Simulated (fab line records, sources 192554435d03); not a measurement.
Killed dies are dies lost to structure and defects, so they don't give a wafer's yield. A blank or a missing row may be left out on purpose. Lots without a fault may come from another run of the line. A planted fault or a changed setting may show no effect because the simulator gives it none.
Split-lot experiment | flow n5_finfet | 7 lots, 21 wafers read, on a route of 1938 steps

THE SPLIT
At N5_FIN_CUT_CUT_ETCH_26 (etches SiNx in CH3F/O2, target depth 39 nm, time 55.7 s), the setting time_s was moved away from the recipe's 55.7 s on 12 of the 21 wafers read, by -17.0% to +17.2%. The other wafers ran this setting at the recipe's value.

The reading is taken at the split's own step.

THE READING
SOC_of_FIN_CUT_COAT_18.thk_nm (the simulator's own value, which no gauge read), in nm, at N5_FIN_CUT_CUT_ETCH_26 (etches SiNx in CH3F/O2, target depth 39 nm, time 55.7 s). The file gives no usual value for it. The 9 wafers here that ran the recipe average 211.4 nm, standard deviation 0.56 nm.

wafer  | tool, chamber at the split | time_s as run, s | against the recipe | SOC_of_FIN_CUT_COAT_18.thk_nm, nm | against lot-mates on the recipe
L074.1 | rie_diel-03, 0             | 46.23            | -17.0%             | 215                               | +3.2
L074.5 | rie_diel-03, 0             | 46.23            | -17.0%             | 214.6                             | +2.8
L074.6 | rie_diel-03, 3             | 55.7             | recipe             | 211.8                             | -
L083.3 | rie_diel-05, 2             | 55.7             | recipe             | 211.8                             | -
L083.4 | rie_diel-05, 1             | 55.7             | recipe             | 210.4                             | -
L083.5 | rie_diel-05, 2             | 55.7             | recipe             | 210.8                             | -
L090.2 | rie_diel-04, 3             | 48.15            | -13.6%             | 214.8                             | +2.6
L090.3 | rie_diel-04, 0             | 48.15            | -13.6%             | 214.2                             | +2.0
L090.6 | rie_diel-04, 3             | 55.7             | recipe             | 212.2                             | -
L094.1 | rie_diel-04, 1             | 50.93            | -8.6%              | 213                               | no lot-mate on the recipe
L094.3 | rie_diel-04, 3             | 50.93            | -8.6%              | 213.6                             | no lot-mate on the recipe
L094.4 | rie_diel-04, 2             | 50.93            | -8.6%              | 213.4                             | no lot-mate on the recipe
L095.1 | rie_diel-05, 2             | 65.26            | +17.2%             | 208.2                             | -3.0
L095.3 | rie_diel-05, 1             | 55.7             | recipe             | 211.4                             | -
L095.5 | rie_diel-05, 0             | 55.7             | recipe             | 211                               | -
L096.1 | rie_diel-05, 2             | 60.59            | +8.8%              | 210.2                             | no lot-mate on the recipe
L096.2 | rie_diel-05, 0             | 60.59            | +8.8%              | 208.8                             | no lot-mate on the recipe
L096.6 | rie_diel-05, 2             | 60.59            | +8.8%              | 209.4                             | no lot-mate on the recipe
L097.1 | rie_diel-05, 2             | 55.7             | recipe             | 211.8                             | -
L097.3 | rie_diel-05, 1             | 63.9             | +14.7%             | 209                               | -2.4
L097.5 | rie_diel-05, 3             | 55.7             | recipe             | 211                               | -

THE FIT
A straight line over all 21 wafers: SOC_of_FIN_CUT_COAT_18.thk_nm changes by -0.204 nm for each +1% of time_s; r = -0.97; the points scatter about the line by 0.51 nm.
The same after taking each lot's own level away (the mean of its wafers on the recipe; 15 wafers): -0.172 nm for each +1%; r = -0.98; scatter 0.36 nm.
On that fit, the largest move of time_s shifts the reading by 3 nm.
The lots' own levels span 211.00 to 212.20 nm, that is 2.2 times the standard deviation above.
So the lot-to-lot level changes the slope: the two fits differ.
Check: with one of the wafers moved furthest among these (+17.2%) left out of the fit, the line predicts -2.92 nm for it against its lot-mates. It came out at -3 nm against them.

OTHER SPLITS ON THESE WAFERS
These wafers also went through other splits before the reading. Each is held against what the fit with the lots' levels taken away leaves over:
other split on the same wafers            | wafers away from the commonest value | r with SOC_of_FIN_CUT_COAT_18.thk_nm (lot level and that fit taken away)
N5_WELL_APT_PEB_06 peb_time_s             | 9                                    | +0.03
N5_WELL_APT_COAT_19 spin_rpm              | 10                                   | -0.36
N5_PMOS_HMC_CHANNEL_EPI_PEB_07 peb_temp_c | 6                                    | +0.38
N5_PMOS_HMC_CHANNEL_EPI_ETCH_32 bias_w    | 5                                    | -0.15

THE WHOLE CHAIN: every reading that the file lists as answering this split, in the file's order
step                   | what it does                                            | reading                                                                        | change (the file's fit)               | r (the file's)
N5_FIN_CUT_CUT_ETCH_26 | etches SiNx in CH3F/O2, target depth 39 nm, time 55.7 s | etch.depth_nm (the simulator's own value, which no gauge read)                 | +0.402 nm for each +1% of the setting | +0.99
N5_FIN_CUT_CUT_ETCH_26 | etches SiNx in CH3F/O2, target depth 39 nm, time 55.7 s | SOC_of_FIN_CUT_COAT_18.thk_nm (the simulator's own value, which no gauge read) | -0.172 nm for each +1% of the setting | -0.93

THE FILE'S OWN FIT
SOC_of_FIN_CUT_COAT_18.thk_nm changes by -0.172 nm for each +1% of time_s, r = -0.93.
